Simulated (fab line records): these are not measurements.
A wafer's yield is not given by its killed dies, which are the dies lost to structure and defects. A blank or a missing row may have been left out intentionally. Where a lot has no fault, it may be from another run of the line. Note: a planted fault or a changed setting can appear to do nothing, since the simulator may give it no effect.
Matching of chambers + flow nand-harc + NHARC_A_CHANNEL_HOLE_D1_ETCH_38 on rie-diel-08: 4 sister chambers
The step etches the open film in CF4, target depth 39 nm, time 65 s. 4 wafers are shown with their chamber, then 7 later ones without.

== WAFERS, EACH WITH ITS CHAMBER ==
| wafer  | chamber | drypump-motor-current-A (A) |
|--------|---------|-----------------------------|
| L105.2 | 3       | 5.5                         |
| L105.6 | 1       | 5.8                         |
| L107.1 | 0       | 5.2                         |
| L107.4 | 2       | 5.7                         |

== WAFERS WHOSE CHAMBER IS MISSING ==
| wafer  | drypump-motor-current-A (A) |
|--------|-----------------------------|
| L107.5 | 5.9                         |
| L108.2 | 5.9                         |
| L108.4 | 5.5                         |
| L108.5 | 5.9                         |
| L110.2 | 5.7                         |
| L110.4 | 5.5                         |
| L110.6 | 5.2                         |

== WHICH CHAMBER EACH WENT THROUGH ==
| wafer  | from the rows above     | in truth |
|--------|-------------------------|----------|
| L107.5 | can't be placed: 1 or 2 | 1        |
| L108.2 | can't be placed: 1 or 2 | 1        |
| L108.4 | 3                       | 3        |
| L108.5 | can't be placed: 1 or 2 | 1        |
| L110.2 | can't be placed: 2 or 1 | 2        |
| L110.4 | 3                       | 3        |
| L110.6 | 0                       | 0        |
3 of 7 placed correctly. Unplaceable from these rows: 4, with the true chamber sitting among the candidates in 4. Placed wrongly: 0.
How it was worked out, from the rows above alone: a wafer's distance from a chamber is the root of the sum, over the readings, of the square of ((its reading less the chamber's mean) divided by the reading's scatter). If the next closest chamber is less than 2 further off than the closest, the wafer can't be placed; otherwise it belongs to the closest. The mean given for a chamber averages the wafers shown for that chamber. The scatter: root of mean squared gap, hidden wafer to nearest shown wafer, with one shown wafer a chamber.
